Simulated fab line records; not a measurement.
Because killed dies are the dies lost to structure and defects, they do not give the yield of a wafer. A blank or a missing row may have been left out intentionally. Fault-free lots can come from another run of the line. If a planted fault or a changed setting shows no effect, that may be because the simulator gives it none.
Problem report, 8D (eight disciplines) form, completed by code + flow n5Finfet + the parts of the form that need people (team, actions taken, sign-off) are left out

## 1. THE PROBLEM
Mean of killed_at_M4_up at N5_PASSIVATION_PROBE_49: 104 across 4 wafers in 2 lots; on wafers with no fault it is 14 (standard deviation 5.7). Relative to the usual mean, that is a shift of +16 standard deviations.
Earliest sighting: wafer L138.1 on prober-02 at day 14 18:11. The record has a number at this step for 6 wafers belonging to 2 lots. Rule for "out" (also "out of limits"): further than 4 standard deviations from the usual mean. Any other wafer with a number is counted as sound.

## 2. WHAT IT IS, WHAT IT ISN'T
| question                    | is                                                                                            | is not                                                                          |
|-----------------------------|-----------------------------------------------------------------------------------------------|---------------------------------------------------------------------------------|
| which readings at this step | killed_at_M4_up, defectLimitedYield, killedDies, sort_bin_5_function, sortNPass, sortYieldPct | killed_at_M0_to_M3, killedAtContacts, killedAtFrontEnd, killedOpen, killedShort |
| which lots                  | L138, L139                                                                                    | -                                                                               |
| which wafers of those lots  | L138.1, L138.5, L139.2, L139.5                                                                | L138.3, L139.3                                                                  |
| read on which tools         | prober-01, prober-02                                                                          | -                                                                               |
| when                        | from day 14 18:11                                                                             | up to then (0 sound wafers); but 2 sound wafers of L138, L139 came after        |

## 3. THE SUSPECTS, EACH WITH WHAT RULES IT OUT
Counting: if a tool at a process step up to the reading ran every lot that is out, it stays a suspect. Sound lots after the first of them don't rule it out here, since some wafers of a struck lot are sound.
- pvdSputter-01 at N5_BEOL_M4_SPUTTER_92 (material Cu, target thk 4.5 nm, time 8.29 s): kept. It ran every lot that is out, first L138 (day 10 12:58).
The count leaves pvdSputter-01 at N5_BEOL_M4_SPUTTER_92.

## 4. THE CAUSE (what the simulator had put in)
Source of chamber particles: pvdSputter-01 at N5_BEOL_M4_SPUTTER_92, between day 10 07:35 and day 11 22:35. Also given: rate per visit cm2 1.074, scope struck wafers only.
Counting left only this tool.

## 5. THE CHAIN OF EFFECTS, in route order
Each row: a reading where the mean over the struck wafers with a number is more than 3 standard deviations away from the usual. Only readings for which the record gives a usual standard deviation are gone through. hours: the time from each lot's start at the first step in this table that gives one to its start at this step, as a median over the lots. sigmas: the change in usual standard deviations.
| hours | step                    | reading             | usual  | on struck wafers | change | sigmas |
|-------|-------------------------|---------------------|--------|------------------|--------|--------|
| 0     | N5_PASSIVATION_PROBE_49 | defectLimitedYield  | 91.1 % | 83.3             | -7.8   | -6.0   |
| 0     | N5_PASSIVATION_PROBE_49 | killed_at_M4_up     | 14     | 104              | +90    | +16    |
| 0     | N5_PASSIVATION_PROBE_49 | killedDies          | 105    | 197              | +92    | +6.1   |
| 0     | N5_PASSIVATION_PROBE_49 | killedOnRim         | 14     | 31               | +17    | +4.0   |
| 0     | N5_PASSIVATION_PROBE_49 | sort_bin_5_function | 5.3 %  | 9.9              | +4.6   | +5.7   |
| 0     | N5_PASSIVATION_PROBE_49 | sortNPass           | 1075   | 983              | -92    | -6.1   |
| 0     | N5_PASSIVATION_PROBE_49 | sortYieldPct        | 91.1 % | 83.3             | -7.8   | -6.0   |
Its process steps:
- N5_PASSIVATION_PROBE_49

## 6. HOW IT WOULD HAVE BEEN CAUGHT EARLIER
107 hours passed between the start of the fault at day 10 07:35 and the first reading out of limits in this record, taken at day 14 18:11.
Tool readings at N5_BEOL_M4_SPUTTER_92 with a usual standard deviation given in the record: none out on any struck wafer, hence no alarm at a limit of 4 standard deviations on them.
By day 14 18:11, every lot that is out (2) had started N5_BEOL_M4_SPUTTER_92 on pvdSputter-01. Holding the tool at that point would not have protected any of them.
